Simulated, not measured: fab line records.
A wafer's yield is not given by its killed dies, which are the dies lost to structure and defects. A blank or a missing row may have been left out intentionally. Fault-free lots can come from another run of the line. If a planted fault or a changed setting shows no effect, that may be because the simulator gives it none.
Matching of chambers / flow nand_harc / NHARC_P_BONDPAD_DESCUM_11 on rie_diel-01 has 4 sister chambers
The step chemistry O2, time 3 s. 8 wafers are shown with their chamber, then 7 later ones without.

EACH WAFER AND ITS CHAMBER
wafer=L774.3; chamber=2; drypump_motor_current_A (A)=5.1; rf_vpp_V (V)=57.3
wafer=L773.1; chamber=2; drypump_motor_current_A (A)=5.2; rf_vpp_V (V)=56.8
wafer=L776.4; chamber=3; drypump_motor_current_A (A)=5.4; rf_vpp_V (V)=58.3
wafer=L784.2; chamber=3; drypump_motor_current_A (A)=5.5; rf_vpp_V (V)=58.8
wafer=L784.5; chamber=0; drypump_motor_current_A (A)=5.9; rf_vpp_V (V)=57.4
wafer=L784.6; chamber=1; drypump_motor_current_A (A)=6.1; rf_vpp_V (V)=59.1
wafer=L785.3; chamber=0; drypump_motor_current_A (A)=5.8; rf_vpp_V (V)=55.9
wafer=L785.4; chamber=1; drypump_motor_current_A (A)=6.1; rf_vpp_V (V)=59.1

WAFERS WHOSE CHAMBER IS MISSING
wafer=L785.6; drypump_motor_current_A (A)=5.9; rf_vpp_V (V)=57.8
wafer=L786.2; drypump_motor_current_A (A)=6.1; rf_vpp_V (V)=59.3
wafer=L786.3; drypump_motor_current_A (A)=5.1; rf_vpp_V (V)=56.7
wafer=L786.5; drypump_motor_current_A (A)=6.1; rf_vpp_V (V)=58.5
wafer=L787.1; drypump_motor_current_A (A)=5.1; rf_vpp_V (V)=56.4
wafer=L787.5; drypump_motor_current_A (A)=5.1; rf_vpp_V (V)=58.5
wafer=L787.6; drypump_motor_current_A (A)=5.4; rf_vpp_V (V)=58.7

EACH ONE'S CHAMBER
wafer=L785.6; from the rows above=can't be placed: 0 or 1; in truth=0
wafer=L786.2; from the rows above=1; in truth=1
wafer=L786.3; from the rows above=2; in truth=2
wafer=L786.5; from the rows above=1; in truth=1
wafer=L787.1; from the rows above=2; in truth=2
wafer=L787.5; from the rows above=2; in truth=2
wafer=L787.6; from the rows above=3; in truth=3
Correct placement for 6 of the 7. Unplaceable from these rows: 1, with the true chamber sitting among the candidates in 1. Placed wrongly: 0.
How it was worked out, from the rows above alone: a wafer's distance from a chamber is the root of the sum, over the readings, of the square of ((its reading less the chamber's mean) divided by the reading's scatter). The wafer belongs to the nearest chamber; if the next one is less than 2 further off, it can't be placed. Each chamber's mean is taken over the wafers shown for it. How the scatter is found: for the shown wafers, subtract from each reading the mean of its chamber, square and add these, divide the total by (wafers less chambers), then take the root.
